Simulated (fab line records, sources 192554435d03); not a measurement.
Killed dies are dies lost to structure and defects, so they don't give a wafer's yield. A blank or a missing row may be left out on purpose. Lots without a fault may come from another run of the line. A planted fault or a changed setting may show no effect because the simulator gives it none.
fab line records | flow n5_finfet
record lots=4 wafers=10 last_day=17
route steps=1938 shown BEOL_M4@1099 BEOL_M5@1112 PASSIVATION@1936
lots that met no fault: from a run of the same line without faults
start_h: hours from the record's first day to the start of the lot's first wafer shown | wait_h: hours since the lot's step before | " the same as in the row above | L1.1+2: a row that stands for several wafers | - no value, or no start given | * or withheld: withheld | < > ~ a bound
route shown NAME@n: a module of which the file shows steps, and the number in the route of the first | usual: mean/standard deviation of fault-free wafers | same: alike in all rows | chamber/n: place in a boat | sites: the reading at each site | _std_site: their standard deviation | _edge_site: outer sites' mean less inner sites' | radius_mm: how far each site lies from the wafer's centre | mask NAME#n: copy n | behind: the tool/chamber that last shaped the wafer | hold: why the lot was held/for how many hours/how that ended | device: the transistor (n, p or np) that didn't switch | end of line: the same wafers' tests at the end of the route | a step without rows: its recipe alone | killed: dies lost to structure and defects at the first sort, not the wafer's yield | map: a wafer's dies, x killed, . not, _ none there
set.NAME: the setting as run; set.NAME@STEP: as run at that earlier step | model.NAME: the simulator's own value behind a step, which no gauge read
lots at some steps of the route; a table a step, a row a wafer
services: from which hour (start_h, from the record's first day; less than 0 if before it) a tool's chamber was out of use, for how many hours, and why
## steps
# step N5_BEOL_M4_ANNEAL_95
# recipe temp_c=400 time_s=240 ambient=vacuum
# step N5_BEOL_M4_SPUTTER_96
# recipe material=Cu target_thk_a=45 temp_c=-20 chamber_pressure_pa=0.07 power_w=withheld time_s=8.29
# step N5_BEOL_M4_ECD_50
# recipe material=Cu target_thk_a=3000
# step N5_BEOL_M4_ANNEAL_51
# recipe temp_c=225 time_s=90 ambient=N2
# step N5_BEOL_M4_CMP_52
# recipe stop_on=SiOC t_overpolish_s=6.8 down_force_psi=1 platen_rpm=50 clearing_platen_down_force_psi=1.5 clearing_platen_rpm=50 post_cmp_clean=cu_alkaline target_thk_nm=40 clearing_platen_pad_velocity_m_s=0.99484 pad_velocity_m_s=0.99484
# step N5_BEOL_M4_PRE_CLEAN_60
# recipe gas=NH3/H2 time_s=15 temp_c=* rf_power_w=300
# step N5_BEOL_M4_CO_CAP_55
# recipe material=Co target_thk_a=20 temp_c=200 precursor=CCTBA/H2 pressure_torr=30 time_s=102.1
# step N5_BEOL_M4_PRE_CLEAN_56
# recipe gas=NH3 time_s=15 temp_c=withheld rf_power_w=300
# step N5_BEOL_M4_DEP_57
# recipe material=SiCN target_thk_a=80 temp_c=withheld precursor=3MS/NH3 pressure_torr=3 rf_w=202 time_s=14
# step N5_BEOL_M4_RC_MEAS_101
# usual DIBL_N=35.9/2.5 DIBL_P=36.0/3 IOFF_N=0.16/0.047 IOFF_P=0.21/0.047 ION_N=671/14 ION_P=460/8.8 SS_N=71.5/0.73 SS_P=73.2/0.91 VT_N=250/4.3 VT_P=-251/3.6
# columns lot.wafer tool chamber start_h wait_h DIBL_N[mV/V] DIBL_P[mV/V] IOFF_N[nA/um] IOFF_P[nA/um] ION_N[uA/um] ION_P[uA/um] SS_N[mV/dec] SS_P[mV/dec] VT_N[mV] VT_P[mV]
L324.1 prober-02 0 191.23 0.0 39.0 39.8 0.21 0.28 673 460 71.8 74.8 245 -246
L324.5 " 0 " " 36.7 36.2 0.16 0.22 675 464 71.0 74.2 249 -246
L328.4 prober-02 0 225.67 0.5 35.1 36.8 0.16 0.24 669 471 71.4 72.6 249 -245
L328.5 " 0 " " 38.6 41.1 0.23 0.29 690 478 71.3 73.3 246 -246
L334.1 prober-01 0 266.55 0.0 38.1 37.3 0.18 0.21 685 456 72.0 73.3 249 -252
L334.2 " 0 " " 42.9 42.0 0.31 0.31 689 467 73.1 74.6 240 -247
L334.4 " 0 " " 38.6 38.2 0.19 0.22 681 467 71.6 73.1 249 -252
L341.1 prober-01 0 300.37 0.0 35.3 35.2 0.14 0.19 670 459 71.5 73.5 250 -252
L341.3 " 0 " " 40.0 41.6 0.24 0.31 682 470 72.3 74.5 244 -246
L341.4 " 0 " " 37.4 37.6 0.16 0.22 655 454 72.2 73.9 250 -250
# step N5_BEOL_M5_ILD_DEP_00
# recipe material=SiCOH_lowk target_thk_a=1406.4 temp_c=300 precursor=DEMS/porogen pressure_torr=5 rf_w=500 time_s=25.9
# usual heater_power_w=314/57 showerhead_plenum_p_Torr=5.740/0.016 throttle_valve_pct=14.0/0.7
# columns lot.wafer tool chamber start_h wait_h heater_power_w showerhead_plenum_p_Torr throttle_valve_pct model.SiCOH_lowk_of_BEOL_M5_ILD_DEP_00.thk_nm
L324.1 pecvd-02 2 192.20 0.8 215 5.725 12.9 139
L324.5 " 0 " " 293 5.732 14.2 239.4
L328.4 pecvd-02 1 226.19 0.4 367 5.718 14.7 235.8
L328.5 " 2 " " 254 5.721 12.9 237.2
L334.1 pecvd-04 2 267.52 0.8 310 5.736 13.2 140.4
L334.2 " 0 " " 389 5.739 13.8 139.2
L334.4 " 0 " " 385 5.755 13.6 143.2
L341.1 pecvd-02 1 301.34 0.8 368 5.731 14.7 140
L341.3 " 2 " " 216 5.719 12.7 139.8
L341.4 " 0 " " 336 5.732 14.4 141.2
# step N5_BEOL_M5_CURE_79
# recipe temp_c=385 time_s=240 ambient=He/Ar material=SiCOH_lowk
# step N5_BEOL_M5_THK_MEAS_01
# recipe reads=SiCOH_lowk_of_BEOL_M5_ILD_DEP_00
# usual M5_ILD_THK=121.3/1.7
# columns lot.wafer tool chamber start_h wait_h M5_ILD_THK[nm]
L324.1 film_metro-02 - 192.77 0.4 119.7
L324.5 " - " " 207.2
L328.4 film_metro-02 - 226.75 0.2 204.1
L328.5 " - " " 205.3
L334.1 film_metro-01 - 268.10 0.4 120.8
L334.2 " - " " 119.6
L334.4 " - " " 123.2
L341.1 film_metro-01 - 301.94 0.4 120.5
L341.3 " - " " 120.3
L341.4 " - " " 121.5
# step N5_BEOL_M5_PECVD_70
# recipe material=SiO2 target_thk_a=160 temp_c=400 precursor=TEOS/O2 pressure_torr=5.5 rf_w=450 teos_flow_sccm=53.8 gas=O2 flow_sccm=3000 time_s=18
# step N5_BEOL_M5_HM_DEP_02
# recipe material=TiN target_thk_a=200 temp_c=25 chamber_pressure_pa=0.49996
# step N5_BEOL_M5_COAT_59
# recipe resist=SOC temp_c=250 time_s=60 spin_rpm=1500 resist_thk_nm=60
# step N5_BEOL_M5_COAT_60
# recipe resist=SiARC temp_c=220 time_s=60 spin_rpm=1500 resist_thk_nm=12
# step N5_BEOL_M5_COAT_71
# recipe resist=underlayer temp_c=205 time_s=60 spin_rpm=1500 resist_thk_nm=5
# step N5_BEOL_M5_COAT_05
# recipe resist=CAR-EUV spin_rpm=1500 resist_thk_nm=30
# step N5_BEOL_M5_EBR_07
# recipe solvent=PGMEA ebr_width_mm=1.5
# step N5_BEOL_M5_SOFTBAKE_06
# recipe temp_c=110 time_s=60 resist=CAR-EUV
# step N5_BEOL_M5_EXPOSE_08
# recipe mask_id=M5 na=0.33 source_shape=annular sigma_inner=0.4 sigma_outer=0.8 polarization=unpolarized target_cd_nm=28 dose_mj=35.75
# step N5_BEOL_M5_PEB_09
# recipe peb_temp_c=100 peb_time_s=60 resist=CAR-EUV
# step N5_BEOL_M5_DEVELOP_10
# recipe develop_time_s=30 developer=TMAH resist=CAR-EUV rinse_liquid=surfactant_rinse dry=air_spin dev_temp_c=23
# step N5_BEOL_M5_DESCUM_16
# recipe chemistry=O2 time_s=7 source_power_w=50 bias_power_w=20 pressure_mtorr=20 rf_frequency_hz=2.712e+07 temp_c=40 resist=CAR-EUV o2_flow_sccm=225
# step N5_BEOL_M5_ETCH_72
# recipe chemistry=N2/H2 target=underlayer target_depth_a=65 mask_material=CAR-EUV time_s=5.2 ion_energy_ev=200 pressure_mtorr=30 source_w=840 bias_w=150 n2_flow_sccm=200 h2_flow_sccm=200 ends=cleared
# step N5_BEOL_M5_ETCH_61
# recipe chemistry=CF4 target=SiARC target_depth_a=156 mask_material=CAR-EUV time_s=26 ion_energy_ev=80 pressure_mtorr=40 source_w=545 bias_w=36 Ar_flow_sccm=100 cf4_flow_sccm=100 ends=cleared
# step N5_BEOL_M5_ETCH_62
# recipe chemistry=N2/H2 target=SOC target_depth_a=750 overetch_a=150 mask_material=SiARC temp_c=40 time_s=112.5 ion_energy_ev=200 pressure_mtorr=30 source_w=840 bias_w=150 n2_flow_sccm=200 h2_flow_sccm=200
# step N5_BEOL_M5_STRIP_63
# recipe chemistry=N2/H2 temp_c=40 n2_flow_sccm=200 h2_flow_sccm=200 rf_frequency_hz=6e+07
# step N5_BEOL_M5_STRIP_73
# recipe chemistry=N2/H2 temp_c=40 n2_flow_sccm=200 h2_flow_sccm=200 rf_frequency_hz=6e+07
# step N5_BEOL_M5_STRIP_64
# recipe chemistry=CF4 resist=SiARC power_w=300 bias_power_w=75 pressure_mtorr=50 cf4_flow_sccm=150 rf_frequency_hz=6e+07
# step N5_BEOL_M5_HM_OPEN_17
# recipe chemistry=Cl2/BCl3 target_depth_a=200 overetch_a=60 target=TiN mask_material=SOC ion_energy_ev=150 pressure_mtorr=10 icp_w=1000 bias_w=126 Cl2_flow_sccm=53.25 bcl3_flow_sccm=21.75 Ar_flow_sccm=25
# step N5_BEOL_M5_STRIP_19
# recipe chemistry=O2 power_w=400 temp_c=40 pressure_mtorr=30 rf_frequency_hz=6e+07 bias_power_w=0 overash_fraction=0.2 o2_flow_sccm=225
# step N5_BEOL_M5_COAT_65
# recipe resist=SOC temp_c=250 time_s=60 spin_rpm=1500 resist_thk_nm=60
# step N5_BEOL_M5_COAT_66
# recipe resist=SiARC temp_c=220 time_s=60 spin_rpm=1500 resist_thk_nm=12
# step N5_BEOL_M5_CMP_52
# recipe stop_on=SiCOH_lowk t_overpolish_s=6.9 down_force_psi=1 platen_rpm=50 clearing_platen_down_force_psi=1.5 clearing_platen_rpm=50 post_cmp_clean=cu_alkaline target_thk_nm=62 clearing_platen_pad_velocity_m_s=0.99484 pad_velocity_m_s=0.99484
# usual head_pressure_psi=1.0000/0.0023 motor_current_A=6.2/0.55 platen_rpm=50.00/0.035
# columns lot.wafer tool chamber start_h wait_h head_pressure_psi motor_current_A platen_rpm model.SiCOH_lowk_of_BEOL_M5_ILD_DEP_00.thk_nm
L324.1 cmp-01 2 203.64 0.4 1.0011 6.6 50.01 116.6
L324.5 " 0 " " 1.0022 6.1 49.95 204
L328.4 cmp-01 3 237.15 0.3 0.9994 6.4 50.06 201
L328.5 " 3 " " 1.0005 6.3 50.03 202.2
L334.1 cmp-04 2 280.70 0.3 0.9991 6.4 50.01 117.8
L334.2 " 0 " " 1.0002 6.2 50.01 116.8
L334.4 " 1 " " 0.9977 5.1 49.99 120.2
L341.3 cmp-02 3 314.03 0.2 0.9974 6.1 49.98 117.4
L341.4 " 0 " " 1.0040 5.9 50.01 118.4
L341.1 " 1 " " 0.9978 6.4 49.98 117.4
# step N5_PASSIVATION_PROBE_49
# usual defect_limited_yield=91.4/1.4 killed_at_M0_to_M3=34/8.9 killed_at_M4_up=13/4.6 killed_at_contacts=12/5.5 killed_at_front_end=41/11 killed_at_other=3.1/2.9 killed_dies=102/16 killed_on_rim=13/4.2 killed_open=66/11 killed_short=34/7.6 sort_bin_4_leakage=0.01/0.14 sort_bin_5_function=5.1/0.89 sort_bin_6_memory=3.2/0.61 sort_n_pass=1078/16 sort_yield_pct=91.3/1.4
# same gross_dies=1180 killed_at_back_side=0 sort_bin_8_speed[%]=0
# columns lot.wafer tool chamber start_h wait_h defect_limited_yield[%] killed_at_M0_to_M3 killed_at_M4_up killed_at_contacts killed_at_front_end killed_at_other killed_dies killed_on_rim killed_open killed_short sort_bin_4_leakage[%] sort_bin_5_function[%] sort_bin_6_memory[%] sort_n_pass sort_yield_pct[%]
L324.1 prober-01 - 297.23 0.0 92.0 25 14 4 44 7 94 9 57 35 0 4.8 2.6 1086 92.0
L324.5 prober-01 - 297.43 0.2 0 28 1097 15 39 1 1180 152 62 39 0 96.9 3.1 0 0
L328.4 prober-02 - 330.10 0.2 0 35 1096 11 30 8 1180 152 65 31 0 96.8 2.9 0 0
L328.5 prober-02 - 330.15 0.2 0 35 1107 8 26 4 1180 152 60 18 0 96.8 3.2 0 0
# killed by level:class
L324.1 GATE_CUT:geometric_particle:open=10 GATE_CUT:geometric_particle:short=9 BEOL_M4:geometric_particle:open=6 FIN_SAQP:geometric_particle:short=5 STI_FIN_REVEAL:geometric_particle:open=5 BEOL_M0_SAQP:geometric_particle:open=5 BEOL_M3:geometric_particle:open=5 FIN_SAQP:geometric_particle:open=4
L324.5 BEOL_M5:area_etch=1079 MOL_CONTACT_COAG:geometric_particle:open=12 STI_FIN_REVEAL:geometric_particle:open=11 BEOL_M0_SAQP:geometric_particle:open=10 GATE_CUT:geometric_particle:short=9 BEOL_M4:geometric_particle:open=9 BEOL_M0_SAQP:geometric_particle:short=8 FIN_SAQP:geometric_particle:open=6
L328.4 BEOL_M5:area_etch=1084 BEOL_M3:geometric_particle:open=12 MOL_CONTACT_COAG:geometric_particle:open=10 BEOL_M0_SAQP:geometric_particle:open=7 BEOL_M0_SAQP:geometric_particle:short=6 GATE_CUT:geometric_particle:open=5 MIM_TOP:geometric_particle:short=5 FIN_SAQP:geometric_particle:open=4
L328.5 BEOL_M5:area_etch=1102 BEOL_M0_SAQP:geometric_particle:open=11 BEOL_M1:geometric_particle:open=10 FIN_SAQP:geometric_particle:open=8 MOL_CONTACT_COAG:geometric_particle:open=6 BEOL_M2:geometric_particle:open=5 BEOL_M0_SAQP:geometric_particle:short=4 STARTING-WAFER:geometric_particle:open=4
# map L324.5 (x killed, . not)
_________________xxxxxxxxxxxx________________
______________xxxxxxxxxxxxxxxxxx_____________
___________xxxxxxxxxxxxxxxxxxxxxxxx__________
__________xxxxxxxxxxxxxxxxxxxxxxxxxx_________
________xxxxxxxxxxxxxxxxxxxxxxxxxxxxxx_______
_______xxxxxxxxxxxxxxxxxxxxxxxxxxxxxxxx______
______xxxxxxxxxxxxxxxxxxxxxxxxxxxxxxxxxx_____
_____xxxxxxxxxxxxxxxxxxxxxxxxxxxxxxxxxxxx____
____xxxxxxxxxxxxxxxxxxxxxxxxxxxxxxxxxxxxxx___
___xxxxxxxxxxxxxxxxxxxxxxxxxxxxxxxxxxxxxxxx__
___xxxxxxxxxxxxxxxxxxxxxxxxxxxxxxxxxxxxxxxx__
__xxxxxxxxxxxxxxxxxxxxxxxxxxxxxxxxxxxxxxxxxx_
__xxxxxxxxxxxxxxxxxxxxxxxxxxxxxxxxxxxxxxxxxx_
_xxxxxxxxxxxxxxxxxxxxxxxxxxxxxxxxxxxxxxxxxxxx
_xxxxxxxxxxxxxxxxxxxxxxxxxxxxxxxxxxxxxxxxxxxx
_xxxxxxxxxxxxxxxxxxxxxxxxxxxxxxxxxxxxxxxxxxxx
_xxxxxxxxxxxxxxxxxxxxxxxxxxxxxxxxxxxxxxxxxxxx
_xxxxxxxxxxxxxxxxxxxxxxxxxxxxxxxxxxxxxxxxxxxx
_xxxxxxxxxxxxxxxxxxxxxxxxxxxxxxxxxxxxxxxxxxxx
_xxxxxxxxxxxxxxxxxxxxxxxxxxxxxxxxxxxxxxxxxxxx
_xxxxxxxxxxxxxxxxxxxxxxxxxxxxxxxxxxxxxxxxxxxx
__xxxxxxxxxxxxxxxxxxxxxxxxxxxxxxxxxxxxxxxxxx_
__xxxxxxxxxxxxxxxxxxxxxxxxxxxxxxxxxxxxxxxxxx_
___xxxxxxxxxxxxxxxxxxxxxxxxxxxxxxxxxxxxxxxx__
___xxxxxxxxxxxxxxxxxxxxxxxxxxxxxxxxxxxxxxxx__
____xxxxxxxxxxxxxxxxxxxxxxxxxxxxxxxxxxxxxx___
_____xxxxxxxxxxxxxxxxxxxxxxxxxxxxxxxxxxxx____
______xxxxxxxxxxxxxxxxxxxxxxxxxxxxxxxxxx_____
_______xxxxxxxxxxxxxxxxxxxxxxxxxxxxxxxx______
________xxxxxxxxxxxxxxxxxxxxxxxxxxxxxx_______
__________xxxxxxxxxxxxxxxxxxxxxxxxxx_________
___________xxxxxxxxxxxxxxxxxxxxxxxx__________
______________xxxxxxxxxxxxxxxxxx_____________
_________________xxxxxxxxxxxx________________
# map L328.4 (x killed, . not)
_________________xxxxxxxxxxxx________________
______________xxxxxxxxxxxxxxxxxx_____________
___________xxxxxxxxxxxxxxxxxxxxxxxx__________
__________xxxxxxxxxxxxxxxxxxxxxxxxxx_________
________xxxxxxxxxxxxxxxxxxxxxxxxxxxxxx_______
_______xxxxxxxxxxxxxxxxxxxxxxxxxxxxxxxx______
______xxxxxxxxxxxxxxxxxxxxxxxxxxxxxxxxxx_____
_____xxxxxxxxxxxxxxxxxxxxxxxxxxxxxxxxxxxx____
____xxxxxxxxxxxxxxxxxxxxxxxxxxxxxxxxxxxxxx___
___xxxxxxxxxxxxxxxxxxxxxxxxxxxxxxxxxxxxxxxx__
___xxxxxxxxxxxxxxxxxxxxxxxxxxxxxxxxxxxxxxxx__
__xxxxxxxxxxxxxxxxxxxxxxxxxxxxxxxxxxxxxxxxxx_
__xxxxxxxxxxxxxxxxxxxxxxxxxxxxxxxxxxxxxxxxxx_
_xxxxxxxxxxxxxxxxxxxxxxxxxxxxxxxxxxxxxxxxxxxx
_xxxxxxxxxxxxxxxxxxxxxxxxxxxxxxxxxxxxxxxxxxxx
_xxxxxxxxxxxxxxxxxxxxxxxxxxxxxxxxxxxxxxxxxxxx
_xxxxxxxxxxxxxxxxxxxxxxxxxxxxxxxxxxxxxxxxxxxx
_xxxxxxxxxxxxxxxxxxxxxxxxxxxxxxxxxxxxxxxxxxxx
_xxxxxxxxxxxxxxxxxxxxxxxxxxxxxxxxxxxxxxxxxxxx
_xxxxxxxxxxxxxxxxxxxxxxxxxxxxxxxxxxxxxxxxxxxx
_xxxxxxxxxxxxxxxxxxxxxxxxxxxxxxxxxxxxxxxxxxxx
__xxxxxxxxxxxxxxxxxxxxxxxxxxxxxxxxxxxxxxxxxx_
__xxxxxxxxxxxxxxxxxxxxxxxxxxxxxxxxxxxxxxxxxx_
___xxxxxxxxxxxxxxxxxxxxxxxxxxxxxxxxxxxxxxxx__
___xxxxxxxxxxxxxxxxxxxxxxxxxxxxxxxxxxxxxxxx__
____xxxxxxxxxxxxxxxxxxxxxxxxxxxxxxxxxxxxxx___
_____xxxxxxxxxxxxxxxxxxxxxxxxxxxxxxxxxxxx____
______xxxxxxxxxxxxxxxxxxxxxxxxxxxxxxxxxx_____
_______xxxxxxxxxxxxxxxxxxxxxxxxxxxxxxxx______
________xxxxxxxxxxxxxxxxxxxxxxxxxxxxxx_______
__________xxxxxxxxxxxxxxxxxxxxxxxxxx_________
___________xxxxxxxxxxxxxxxxxxxxxxxx__________
______________xxxxxxxxxxxxxxxxxx_____________
_________________xxxxxxxxxxxx________________
## services
# columns tool chamber start_h hours kind
pecvd-04 - 175.90 0.9 repair
cmp-04 - 181.87 3.1 repair
cmp-01 - 186.87 1.3 repair
cmp-02 - 196.66 6.3 pm
cmp-01 - 210.70 7.7 pm
cmp-01 - 220.48 4.0 pm
cmp-01 - 224.48 - consumable_replace:conditioner
cmp-01 - 224.48 - consumable_replace:pad
cmp-02 - 244.64 4.0 pm
cmp-02 - 248.64 - consumable_replace:conditioner
cmp-02 - 248.64 - consumable_replace:pad
pecvd-02 1 261.67 13.0 repair
cmp-01 - 272.34 2.0 repair
cmp-02 - 277.85 2.9 repair
pecvd-02 0 281.59 5.5 scheduled_down
cmp-04 - 285.28 2.5 repair
cmp-02 - 290.07 2.5 repair
cmp-01 - 307.40 6.7 repair
pecvd-04 - 307.90 2.5 repair
## key
first_sign step=N5_BEOL_M5_THK_MEAS_01 reading=M5_ILD_THK direction=up sigmas=50 usual=121.3 struck=205.5
effect step=N5_PASSIVATION_PROBE_49 reading=killed_at_M4_up direction=up sigmas=99+ usual=13 struck=1100
model_effect step=N5_BEOL_M5_ILD_DEP_00 value=SiCOH_lowk_of_BEOL_M5_ILD_DEP_00.thk_nm without=143 struck=237.5
model_effect step=N5_BEOL_M5_CMP_52 value=SiCOH_lowk_of_BEOL_M5_ILD_DEP_00.thk_nm without=120 struck=202.4
more_kills_born_at N5_BEOL_M5_ETCH_41@rie_diel-04=2186 N5_BEOL_M5_ETCH_41@rie_diel-05=1079
met_at N5_BEOL_M5_ILD_DEP_00
struck_wafers L324.5,L328.4,L328.5
later_rows_left_out L324.5,L328.4,L328.5
fault kind=process_parameter_drift tool=pecvd-02 chamber=- onset_h=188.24 steps=N5_BEOL_M5_ILD_DEP_00 channel=time_s offset=* shape=step end_h=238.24 scope=struck_wafers_only acts_in=* stated=*
# later_rows_left_out: the simulator's readings of these wafers behind a module that went badly wrong aren't trusted and aren't shown, but for the sort
